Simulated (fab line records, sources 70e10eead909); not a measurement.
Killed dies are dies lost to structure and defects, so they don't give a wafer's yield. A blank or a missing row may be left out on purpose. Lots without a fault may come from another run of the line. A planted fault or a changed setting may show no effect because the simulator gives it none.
fab line records | flow nand_harc
record lots=12 wafers=34 last_day=33
route steps=1302 shown A_CONTACT@1081 END@1302
lots that met no fault: from a run of the same line without faults
start_h: hours from the record's first day to the start of the lot's first wafer shown | wait_h: hours since the lot's step before | " the same as in the row above | L1.1+2: a row that stands for several wafers | - no value, or no start given | * or withheld: withheld | < > ~ a bound
route shown NAME@n: a module of which the file shows steps, and the number in the route of the first | usual: mean/standard deviation of fault-free wafers | same: alike in all rows | chamber/n: place in a boat | sites: the reading at each site | _std_site: their standard deviation | _edge_site: outer sites' mean less inner sites' | radius_mm: how far each site lies from the wafer's centre | mask NAME#n: copy n | behind: the tool/chamber that last shaped the wafer | hold: why the lot was held/for how many hours/how that ended | device: the transistor (n, p or np) that didn't switch | end of line: the same wafers' tests at the end of the route | a step without rows: its recipe alone | killed: dies lost to structure and defects at the first sort, not the wafer's yield | map: a wafer's dies, x killed, . not, _ none there
set.NAME: the setting as run; set.NAME@STEP: as run at that earlier step | model.NAME: the simulator's own value behind a step, which no gauge read
steps of the route over a sample of lots; a table a step, a row a wafer
services: from which hour (start_h, from the record's first day; less than 0 if before it) a tool's chamber was out of use, for how many hours, and why
## steps
# step NHARC_A_CONTACT_DESCUM_13
# recipe time_s=3 o2_flow_sccm=200 ar_flow_sccm=0 bias_power_w=0 chemistry=O2
# usual drypump_motor_current_A=5.6/0.41 mfc_ar_sccm=0.009/0.0099 oes_product_au=0.997/0.014 rf_vpp_V=57.9/0.99 showerhead_plenum_p_Torr=1.94/0.094 throttle_valve_pct=11.312/0.0085
# columns lot.wafer tool chamber start_h wait_h drypump_motor_current_A mfc_ar_sccm oes_product_au rf_hours_counter_h rf_vpp_V showerhead_plenum_p_Torr throttle_valve_pct
L733.1 rie_diel-03 2 525.06 0.2 5.4 0.019 1.003 19 56.3 1.93 11.321
L733.4 " 1 " " 5.8 0 0.981 - 59.0 2.04 11.305
L733.6 " 2 " " 5.4 0.019 1.008 - 58.0 1.93 11.317
L738.2 rie_diel-02 3 555.57 0.1 5.3 0 1.000 55 56.6 1.91 11.314
L738.3 " 0 " " 5.8 0 1.004 55 57.0 1.77 11.321
L738.1 " 1 " " 5.6 0 0.999 52 58.6 2.06 11.299
L740.3 rie_diel-04 0 574.82 0.1 6.1 0.021 0.998 6 56.5 1.80 11.306
L740.2 " 2 " " 5.6 0.002 0.997 5 57.4 1.99 11.313
L740.5 " 0 " " 6.1 0.021 1.003 - 58.6 1.80 11.309
L742.2 rie_diel-04 1 607.45 0.1 6.2 0.016 0.999 8 59.4 2.00 11.316
L742.4 " 0 " " 6.1 0.021 1.009 10 57.1 1.80 11.317
L742.5 " 1 " " 6.2 0.016 0.994 - 58.4 2.00 11.300
L743.1 rie_diel-04 2 619.31 0.1 5.6 0.002 1.025 10 60.1 1.99 11.312
L743.3 " 3 " " 4.8 0 1.001 11 57.3 1.83 11.314
L743.6 " 3 " " 4.8 0 0.998 - 58.7 1.83 11.300
L744.1 rie_diel-02 1 632.72 0.1 5.6 0 1.004 24 57.6 2.05 11.304
L744.2 " 2 " " 5.9 0.024 0.998 19 58.0 1.96 11.310
L744.4 " 0 " " 5.8 0 0.962 25 58.1 2.07 11.313
L750.3 rie_diel-03 0 707.18 0.1 5.2 0.022 0.979 19 58.0 2.05 11.315
L750.6 " 0 " " 5.2 0.022 0.983 - 59.0 2.05 11.320
L751.4 rie_diel-04 0 708.89 0.1 6.1 0.021 1.022 29 58.0 1.80 11.317
L751.6 " 3 " " 4.8 0 0.991 - 56.9 1.82 11.317
L751.5 " 0 " " 6.1 0.021 1.013 - 58.3 1.80 11.301
L752.3 rie_diel-02 0 712.66 0.1 5.8 0 0.973 51 58.7 2.06 11.314
L752.6 " 1 " " 5.6 0 0.993 - 58.4 2.04 11.305
L754.3 rie_diel-02 0 722.73 0.1 5.8 0 0.976 55 57.4 2.06 11.326
L754.5 " 0 " " 5.8 0 0.966 - 57.2 2.06 11.304
L754.6 " 3 " " 5.3 0 1.000 - 57.4 1.89 11.313
L755.3 rie_diel-04 0 723.49 0.1 6.1 0.021 1.007 0 58.6 1.80 11.288
L755.4 " 1 " " 6.2 0.016 0.993 0 57.0 1.99 11.293
L755.2 " 2 " " 5.6 0.002 0.998 0 58.9 1.99 11.312
L756.1 rie_diel-04 2 736.90 0.1 5.7 0.002 0.994 2 57.7 1.98 11.308
L756.2 " 3 " " 4.8 0 0.990 1 57.1 1.82 11.314
L756.5 " 0 " " 6.1 0.021 1.011 - 56.3 1.80 11.299
# step NHARC_A_CONTACT_ETCH_88
# recipe target_depth_a=390 over_etch_frac=0.3 time_s=65 ion_energy_ev=80 cf4_flow_sccm=150 ar_flow_sccm=0 rf_w=300 bias_w=100 chemistry=CF4
# usual drypump_motor_current_A=5.6/0.4 mfc_ar_sccm=0.009/0.0099 oes_product_au=0.998/0.015 rf_vpp_V=151.6/1.3 showerhead_plenum_p_Torr=1.79/0.079 throttle_valve_pct=13.285/0.009
# columns lot.wafer tool chamber start_h wait_h drypump_motor_current_A mfc_ar_sccm oes_product_au rf_hours_counter_h rf_vpp_V showerhead_plenum_p_Torr throttle_valve_pct
L733.1 rie_diel-03 0 525.17 0.1 5.2 0.022 0.965 16 154.9 1.90 13.284
L733.6 " 1 " " 5.8 0 0.990 - 151.8 1.88 13.292
L733.4 " 0 " " 5.2 0.022 0.967 - 151.8 1.90 13.294
L738.3 rie_diel-02 0 555.65 0.1 5.8 0 0.990 55 150.3 1.64 13.278
L738.1 " 1 " " 5.6 0 0.991 52 153.5 1.89 13.278
L738.2 " 2 " " 5.8 0.024 1.015 52 152.6 1.82 13.283
L740.3 rie_diel-04 0 574.90 0.1 6.1 0.021 1.014 6 150.7 1.68 13.293
L740.2 " 2 " " 5.6 0.002 0.998 5 152.7 1.84 13.289
L740.5 " 1 " " 6.2 0.016 0.982 - 152.4 1.84 13.289
L742.4 rie_diel-04 3 607.54 0.1 4.8 0 0.994 9 149.1 1.69 13.284
L742.2 " 0 " " 6.1 0.021 1.017 10 151.3 1.67 13.280
L742.5 " 3 " " 4.8 0 1.000 - 151.0 1.70 13.292
L743.1 rie_diel-04 1 619.40 0.1 6.2 0.016 0.980 11 151.1 1.84 13.274
L743.3 " 2 " " 5.6 0.002 1.009 10 151.6 1.84 13.288
L743.6 " 1 " " 6.1 0.016 0.983 - 153.6 1.84 13.294
L744.1 rie_diel-02 2 632.81 0.1 5.9 0.024 1.005 19 152.0 1.81 13.276
L744.2 " 3 " " 5.2 0 1.003 21 151.1 1.76 13.289
L744.4 " 1 " " 5.6 0 1.009 24 152.4 1.89 13.285
L750.3 rie_diel-03 2 707.35 0.2 5.4 0.019 0.991 21 150.6 1.77 13.300
L750.6 " 0 " " 5.2 0.022 0.986 - 152.6 1.89 13.299
L751.4 rie_diel-02 0 709.00 0.1 5.8 0 0.979 51 153.1 1.89 13.277
L751.6 " 1 " " 5.7 0 1.005 - 152.2 1.88 13.295
L751.5 " 2 " " 5.9 0.024 1.027 - 151.3 1.80 13.287
L752.3 rie_diel-02 3 712.75 0.1 5.3 0 1.008 46 150.0 1.75 13.277
L752.6 " 2 " " 5.9 0.024 1.017 - 152.7 1.80 13.281
L754.3 rie_diel-02 3 722.84 0.1 5.2 0 1.011 49 153.6 1.75 13.303
L754.5 " 2 " " 5.9 0.024 1.015 - 150.6 1.80 13.288
L754.6 " 3 " " 5.3 0 1.015 - 153.3 1.75 13.299
L755.2 rie_diel-04 0 723.57 0.1 6.1 0.021 1.007 0 149.8 1.67 13.278
L755.3 " 1 " " 6.1 0.016 1.001 0 152.1 1.83 13.287
L755.4 " 3 " " 4.8 0 0.986 0 149.7 1.69 13.297
L756.1 rie_diel-04 2 736.96 0.1 5.7 0.002 0.999 2 152.5 1.83 13.271
L756.2 " 0 " " 6.1 0.021 0.995 2 151.7 1.67 13.282
L756.5 " 2 " " 5.6 0.002 0.994 - 150.9 1.83 13.292
# step NHARC_A_CONTACT_ALD_18
# recipe target_thk_a=30 pulse_time_s=1 ald_cycles=150 temp_c=450 material=TiN
# usual ald_cycles=150/0 heater_power_w=1158/130 precursor_pulse_height_rel=1.003/0.021
# columns lot.wafer tool chamber start_h wait_h ald_cycles heater_power_w precursor_pulse_height_rel
L733.1 ald_metal-03 2 530.05 - 150 843 1.005
L733.4 " 3 " " 150 1127 0.955
L733.6 " 3 " " 150 1121 0.982
L738.1 ald_metal-02 0 559.69 - 150 1357 0.982
L738.2 " 2 " " 150 996 0.967
L738.3 " 3 " " 150 1217 0.997
L740.2 ald_metal-03 0 578.94 - 150 1171 1.018
L740.3 " 3 " " 150 1144 1.021
L740.5 " 1 " " 150 1265 1.004
L742.2 ald_metal-01 3 611.58 - 150 1057 1.034
L742.4 " 1 " " 150 1239 1.018
L742.5 " 3 " " 150 1081 0.986
L743.3 ald_metal-02 2 623.43 - 150 984 1.016
L743.1 " 1 " " 150 1057 1.029
L743.6 " 3 " " 150 1140 1.029
L744.2 ald_metal-01 3 636.87 - 150 1032 1.015
L744.1 " 0 " " 150 1119 1.061
L744.4 " 2 " " 150 1271 1.018
L750.3 ald_metal-02 2 711.47 - 150 998 1.001
L750.6 " 3 " " 69 1145 1.009
L751.5 ald_metal-03 3 713.17 - 150 1123 0.981
L751.4 " 0 " " 150 1148 1.005
L751.6 " 1 " " 150 1328 1.004
L752.3 ald_metal-02 2 717.77 - 150 1009 1.036
L752.6 " 1 " " 69 1051 1.014
L754.3 ald_metal-02 1 727.18 - 150 1032 1.006
L754.5 " 2 " " 150 1024 0.984
L754.6 " 3 " " 69 1167 1.010
L755.4 ald_metal-01 2 727.88 - 150 1124 1.025
L755.2 " 3 " " 150 1055 0.995
L755.3 " 0 " " 150 1133 1.010
L756.2 ald_metal-01 2 741.11 - 150 1120 1.002
L756.1 " 3 " " 150 1100 0.992
L756.5 " 1 " " 150 1298 1.010
# step NHARC_A_CONTACT_INSPECT_23
# usual raw_defect_count=522/130
# columns lot.wafer tool chamber start_h wait_h raw_defect_count
L733.1 defect_inspect-01 - 531.55 0.1 491
L733.4 " - " " 376
L733.6 " - " " 395
L738.1 defect_inspect-02 - 561.96 0.1 420
L738.2 " - " " 574
L738.3 " - " " 479
L740.2 defect_inspect-01 - 580.43 0.1 588
L740.3 " - " " 546
L740.5 " - " " 507
L742.2 defect_inspect-01 - 613.09 0.1 601
L742.4 " - " " 361
L742.5 " - " " 445
L743.1 defect_inspect-02 - 624.92 0.1 562
L743.3 " - " " 442
L743.6 " - " " 428
L744.1 defect_inspect-01 - 638.34 0.1 674
L744.2 " - " " 451
L744.4 " - " " 757
L750.3 defect_inspect-01 - 712.90 0.1 366
L750.6 " - " " 471
L751.4 defect_inspect-01 - 714.63 0.1 828
L751.5 " - " " 999
L751.6 " - " " 556
L752.3 defect_inspect-02 - 719.24 0.1 367
L752.6 " - " " 520
L754.3 defect_inspect-02 - 728.61 0.1 483
L754.5 " - " " 579
L754.6 " - " " 471
L755.2 defect_inspect-01 - 729.37 0.1 480
L755.3 " - " " 481
L755.4 " - " " 377
L756.1 defect_inspect-02 - 742.58 0.1 385
L756.2 " - " " 389
L756.5 " - " " 297
# step NHARC_END_SORT_01
# recipe temp_c=25
# usual killed_at_array=61/24 killed_at_other=1.2/1.3 killed_at_periphery=3.7/2.6 killed_dies=66/23 killed_open=3.3/1.8 killed_short=2.4/1.6
# same gross_dies=677
# columns lot.wafer tool chamber start_h wait_h killed_at_array killed_at_other killed_at_periphery killed_dies killed_open killed_short
L740.2 prober-02 0 630.59 2.8 46 1 14 61 7 1
L740.3 prober-02 0 631.39 3.1 58 1 4 63 2 4
L740.5 prober-02 0 633.00 3.7 66 0 1 67 4 4
L742.2 prober-01 0 657.28 2.8 56 0 3 59 2 3
L742.4 prober-01 0 658.88 3.4 57 3 3 63 2 1
L742.5 prober-01 0 659.68 3.7 52 1 4 57 5 1
L744.1 prober-01 0 679.28 2.5 89 0 3 92 4 3
L744.2 prober-01 0 680.08 2.8 82 0 6 88 6 4
L744.4 prober-01 0 681.68 3.4 95 1 5 101 2 6
L750.3 prober-01 0 763.07 3.1 61 0 5 66 4 1
L750.6 prober-01 0 765.48 4.0 674 0 3 677 0 0
L752.3 prober-01 0 778.73 3.1 22 3 14 39 4 3
L752.6 prober-01 0 781.12 4.0 666 4 7 677 1 2
L754.3 prober-01 0 786.49 3.1 51 0 5 56 2 4
L754.5 prober-01 0 788.10 3.7 60 0 6 66 1 3
L754.6 prober-01 0 788.90 4.0 674 0 3 677 5 4
# killed by level:class
L740.2 A_SLIT:chamber_film_flake=24 A_CHANNEL_HOLE_D2:chamber_film_flake=14 P_GATE:chamber_film_flake=4 P_M0:geometric_particle:open=2 P_STI:chamber_film_flake=2 P_M0:chamber_film_flake=2 P_M1:chamber_film_flake=2 A_CHANNEL_HOLE_D1:chamber_film_flake=2
L740.3 A_SLIT:chamber_film_flake=31 A_CHANNEL_HOLE_D2:chamber_film_flake=12 A_CONTACT:chamber_film_flake=6 A_CHANNEL_HOLE_D1:chamber_film_flake=3 A_CHANNEL_FILL_D2:geometric_particle:short=2 A_SGD_CUT:geometric_particle:short=2 A_CHANNEL_FILL_D1:geometric_particle:open=1 A_CHANNEL_FILL_D2:geometric_particle:open=1
L740.5 A_SLIT:chamber_film_flake=32 A_CHANNEL_HOLE_D2:chamber_film_flake=14 A_CONTACT:chamber_film_flake=6 A_CHANNEL_HOLE_D1:chamber_film_flake=3 A_ONON_D1:geometric_particle:short=2 A_ONON_D1:geometric_particle:open=1 A_CHANNEL_FILL_D1:geometric_particle:short=1 A_CHANNEL_FILL_D2:geometric_particle:open=1
L742.2 A_SLIT:chamber_film_flake=29 A_CHANNEL_HOLE_D2:chamber_film_flake=13 A_CHANNEL_HOLE_D1:chamber_film_flake=5 A_DECK1_JOINT:geometric_particle:short=2 P_ZERO_WELL:chamber_film_flake=2 A_CONTACT:chamber_film_flake=2 P_M0:geometric_particle:open=1 A_CHANNEL_FILL_D2:geometric_particle:short=1
L742.4 A_SLIT:chamber_film_flake=34 A_CHANNEL_HOLE_D2:chamber_film_flake=16 THIN_TSV:chamber_film_flake=3 P_STI:chamber_film_flake=2 A_CHANNEL_HOLE_D1:chamber_film_flake=2 P_M1:geometric_particle:open=1 A_CHANNEL_FILL_D1:geometric_particle:open=1 A_CHANNEL_FILL_D1:geometric_particle:short=1
L742.5 A_SLIT:chamber_film_flake=30 A_CHANNEL_HOLE_D2:chamber_film_flake=12 A_ZERO_WELL:chamber_film_flake=3 A_CHANNEL_FILL_D2:geometric_particle:open=2 P_GATE:chamber_film_flake=2 P_M0:geometric_particle:open=1 A_DECK1_JOINT:geometric_particle:open=1 A_CHANNEL_HOLE_D2:geometric_particle:open=1
L744.1 A_CHANNEL_HOLE_D1:chamber_film_flake=36 A_SLIT:chamber_film_flake=32 A_SGD_CUT:chamber_film_flake=5 A_CHANNEL_HOLE_D2:chamber_film_flake=4 A_CHANNEL_FILL_D1:geometric_particle:open=2 A_CHANNEL_FILL_D2:chamber_film_flake=2 A_STAIRCASE:chamber_film_flake=2 A_WL_FILL:chamber_film_flake=2
L744.2 A_CHANNEL_HOLE_D1:chamber_film_flake=38 A_SLIT:chamber_film_flake=27 A_SGD_CUT:chamber_film_flake=5 P_BONDPAD:chamber_film_flake=3 A_CHANNEL_HOLE_D1:geometric_particle:short=2 A_WL_FILL:geometric_particle:open=2 A_STAIRCASE:chamber_film_flake=2 A_WL_FILL:chamber_film_flake=2
L744.4 A_CHANNEL_HOLE_D1:chamber_film_flake=42 A_SLIT:chamber_film_flake=32 A_SGD_CUT:chamber_film_flake=4 A_WL_FILL:chamber_film_flake=4 A_ONON_D1:geometric_particle:short=3 P_BONDPAD:chamber_film_flake=3 A_STAIRCASE:chamber_film_flake=3 A_CHANNEL_FILL_D2:chamber_film_flake=2
L750.3 A_SLIT:chamber_film_flake=41 A_CHANNEL_HOLE_D1:chamber_film_flake=15 P_M2:chamber_film_flake=2 P_GATE:geometric_particle:open=1 P_M0:geometric_particle:open=1 A_ONON_D1:geometric_particle:open=1 A_DECK1_JOINT:geometric_particle:short=1 A_WL_FILL:geometric_particle:open=1
L750.6 A_CONTACT:area_ald=636 A_SLIT:chamber_film_flake=30 A_CHANNEL_HOLE_D1:chamber_film_flake=6 P_M2:chamber_film_flake=2 P_STI:chamber_film_flake=1 A_STAIRCASE:chamber_film_flake=1 A_CONTACT:chamber_film_flake=1
L752.3 P_STI:chamber_film_flake=9 A_CHANNEL_HOLE_D1:chamber_film_flake=7 A_SLIT:chamber_film_flake=6 P_GATE:chamber_film_flake=2 A_CHANNEL_FILL_D2:chamber_film_flake=2 A_STAIRCASE:chamber_film_flake=2 THIN_TSV:chamber_film_flake=2 P_CONTACT:geometric_particle:short=1
L752.6 A_CONTACT:area_ald=632 A_CHANNEL_HOLE_D1:chamber_film_flake=15 A_SLIT:chamber_film_flake=8 P_STI:chamber_film_flake=5 THIN_TSV:chamber_film_flake=4 A_CHANNEL_FILL_D2:chamber_film_flake=3 P_GATE:chamber_film_flake=2 A_DECK1_JOINT:chamber_film_flake=2
L754.3 A_SLIT:chamber_film_flake=28 A_CHANNEL_HOLE_D1:chamber_film_flake=13 A_CONTACT:chamber_film_flake=4 P_STI:chamber_film_flake=2 P_M0:geometric_particle:short=1 A_ONON_D1:geometric_particle:open=1 A_CHANNEL_HOLE_D1:geometric_particle:short=1 A_CHANNEL_FILL_D1:geometric_particle:short=1
L754.5 A_SLIT:chamber_film_flake=27 A_CHANNEL_HOLE_D1:chamber_film_flake=17 A_CONTACT:chamber_film_flake=8 P_STI:chamber_film_flake=3 A_CHANNEL_HOLE_D2:chamber_film_flake=3 A_SOURCE_PLATE:geometric_particle:short=2 A_ZERO_WELL:chamber_film_flake=2 P_CONTACT:geometric_particle:open=1
L754.6 A_CONTACT:area_ald=607 A_SLIT:chamber_film_flake=27 A_CHANNEL_HOLE_D1:chamber_film_flake=17 A_ZERO_WELL:chamber_film_flake=6 A_CONTACT:chamber_film_flake=5 A_STAIRCASE:chamber_film_flake=4 A_ONON_D2:geometric_particle:short=2 A_M0:geometric_particle:open=2
## services
# columns tool chamber start_h hours kind
ald_metal-01 3 503.81 4.1 repair
rie_diel-04 0 510.96 - clean
rie_diel-04 1 510.96 - clean
rie_diel-04 2 510.96 - clean
rie_diel-04 3 510.96 - clean
ald_metal-02 - 513.84 0.9 repair
rie_diel-03 3 517.78 17.8 repair
rie_diel-04 - 531.90 9.0 pm
rie_diel-04 0 531.90 9.0 vent_cycle
ald_metal-02 1 547.42 19.0 repair
ald_metal-03 - 549.55 2.9 repair
rie_diel-04 3 562.59 3.2 repair
ald_metal-03 - 568.00 10.0 pm
rie_diel-02 - 570.78 9.0 pm
ald_metal-01 0 574.02 27.7 repair
ald_metal-02 - 576.96 1.4 repair
ald_metal-02 - 610.00 10.0 pm
rie_diel-03 - 634.91 1.3 repair
rie_diel-03 - 636.26 9.0 pm
ald_metal-02 1 656.04 26.8 repair
rie_diel-02 1 663.83 8.8 repair
ald_metal-01 - 704.00 10.0 pm
rie_diel-02 1 722.51 4.1 repair
rie_diel-03 3 722.71 9.7 repair
## key
first_sign step=NHARC_A_CONTACT_ALD_18 reading=ald_cycles direction=down sigmas=99+ usual=150 struck=69
effect step=NHARC_END_SORT_01 reading=killed_dies direction=up sigmas=27 usual=66 struck=677
more_kills_born_at NHARC_A_CONTACT_ALD_18@ald_metal-02=1875
met_at NHARC_A_CONTACT_ALD_18
struck_lots L750,L752,L754
struck_wafers L750.6,L752.6,L754.6
later_rows_left_out L750.6,L752.6,L754.6
tester_left_out L750,L752,L754
not_acting_at NHARC_A_CONTACT_DESCUM_13,NHARC_A_CONTACT_ETCH_88,NHARC_A_CONTACT_INSPECT_23
onset_between 623.43 711.47
fault kind=process_parameter_drift tool=ald_metal-02 chamber=- onset_h=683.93 steps=NHARC_A_CONTACT_ALD_18 channel=ald_cycles offset=-81 shape=step end_h=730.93 scope=struck_wafers_only acts_in=these_recipes_only stated=150
# tester_left_out: of these lots the tester's yield and bins aren't shown, on N5 and GAA mostly nor the transistor test; their killed dies are dies lost to structure and defects alone, not to doping, threshold or leakage, so they don't give the yield
# later_rows_left_out: the simulator's readings of these wafers behind a module that went badly wrong aren't trusted and aren't shown, but for the sort
